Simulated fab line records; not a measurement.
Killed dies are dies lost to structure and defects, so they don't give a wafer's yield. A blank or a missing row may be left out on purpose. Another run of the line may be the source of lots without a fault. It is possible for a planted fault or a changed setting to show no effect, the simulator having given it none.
Which tool did it? / flow n5_finfet / 12 lots (36 wafers sampled), 1 step of a 1938-step route

WHAT THE GAUGES SHOWED, per wafer
N5_DUMMY_REMOVAL_INSPECT_06: inspects for defects (brightfield).
lot=L075; measured=day 4 04:33; on=defect_inspect-01; raw_defect_count=17 18 12
lot=L077; measured=day 4 17:40; on=defect_inspect-02; raw_defect_count=18 18 23
lot=L079; measured=day 5 04:52; on=defect_inspect-02; raw_defect_count=28 5 24
lot=L081; measured=day 5 17:43; on=defect_inspect-02; raw_defect_count=9 9 6
lot=L083; measured=day 6 02:29; on=defect_inspect-01; raw_defect_count=24 13 24
lot=L085; measured=day 6 16:52; on=defect_inspect-02; raw_defect_count=21 16 22
lot=L086; measured=day 8 05:28; on=defect_inspect-02; raw_defect_count=8 9 10
lot=L089; measured=day 8 08:19; on=defect_inspect-02; raw_defect_count=9 13 5
lot=L093; measured=day 9 11:28; on=defect_inspect-02; raw_defect_count=8 6 11
lot=L094; measured=day 9 17:50; on=defect_inspect-02; raw_defect_count=6 11 6
lot=L092; measured=day 9 20:13; on=defect_inspect-01; raw_defect_count=7 11 10
lot=L097; measured=day 10 04:58; on=defect_inspect-02; raw_defect_count=25 18 26

WHAT TOOL EACH LOT RAN ON (gives the tool, then ch and the chambers of the sampled wafers, and finally the start)
No process step before these readings appears in the record.

THE ANSWER, worked out from the rows above alone
Rule: the lots themselves supply what counts as usual. The widest of any qualifying gaps counts: lots, ordered by their means at a reading, are off when they make up no more than a third of the lots, leave a main group of 4 or more, and stand apart from it by 3 or more times the standard deviation of that group's means. A main group is skipped when, at the precision printed for the reading in the tables above, its means are all equal. Also off: a lot with no number at a reading for which 4 or more lots have one. All remaining lots with rows at the step are treated as sound.
None of the lots is off at any reading shown; this tells nothing.

WHAT THE SIMULATOR HAD PUT IN
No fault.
